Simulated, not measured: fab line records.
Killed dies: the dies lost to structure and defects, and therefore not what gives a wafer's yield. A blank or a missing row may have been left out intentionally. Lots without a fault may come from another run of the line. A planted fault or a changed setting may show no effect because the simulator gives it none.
Chamber matching ; flow n5-finfet ; N5_BEOL_M9_ETCH_61 on rie-diel-02 has 4 sister chambers
The step etches SiARC in CF4, target depth 39 nm, time 65 s. 14 wafers are shown with their chamber, then 7 later ones without.

## WAFERS WITH THEIR CHAMBER
wafer;chamber;drypump-motor-current-A (A);showerhead-plenum-p-Torr (Torr);oes-product-au (a.u.)
L078.2;0;6.2;2.22;0.58
L078.3;2;6.1;2.11;0.80
L078.4;3;5.2;2.09;0.71
L087.1;3;5.2;2.08;0.69
L087.2;0;6.3;2.21;0.56
L087.4;2;6.1;2.10;0.76
L088.2;0;6.3;2.21;0.56
L088.5;3;5.3;2.08;0.69
L088.6;2;6.1;2.10;0.76
L089.1;0;6.3;2.21;0.56
L089.4;1;6.6;2.15;0.64
L089.6;0;6.3;2.21;0.56
L090.1;3;5.3;2.08;0.69
L090.3;2;6.1;2.10;0.74

SIGNATURES (averages over the wafers above)
reading;chamber 0;chamber 1;chamber 2;chamber 3;scatter within a chamber
drypump-motor-current-A;6.280;6.600;6.100;5.250;0.0424
showerhead-plenum-p-Torr;2.2120;2.1500;2.1025;2.0825;0.0048
oes-product-au;0.5640;0.6400;0.7650;0.6950;0.0159
Rule: for a wafer and a chamber, the distance is found by dividing, reading by reading, the gap between the wafer's reading and the chamber's mean by the reading's scatter, squaring, summing and taking the root. If the next closest chamber is less than 2 further off than the closest, the wafer can't be placed; otherwise it belongs to the closest. How the scatter is found: for the shown wafers, subtract from each reading the mean of its chamber, square and add these, divide the total by (wafers less chambers), then take the root.

## WAFERS WITHOUT THEIR CHAMBER
wafer;drypump-motor-current-A (A);showerhead-plenum-p-Torr (Torr);oes-product-au (a.u.)
L090.5;6.6;2.15;0.64
L093.2;5.2;2.08;0.67
L093.3;6.3;2.21;0.79
L093.5;6.1;2.10;0.73
L097.3;6.2;2.21;0.78
L097.5;6.1;2.10;0.73
L097.6;6.6;2.14;0.63

## THE CHAMBER EACH PASSED THROUGH
wafer;from the rows above;in truth
L090.5;1;1
L093.2;3;3
L093.3;0;0
L093.5;2;2
L097.3;0;0
L097.5;2;2
L097.6;1;1
7 of 7 placed correctly. From these rows, 0 cannot be placed. Placed wrongly: 0.
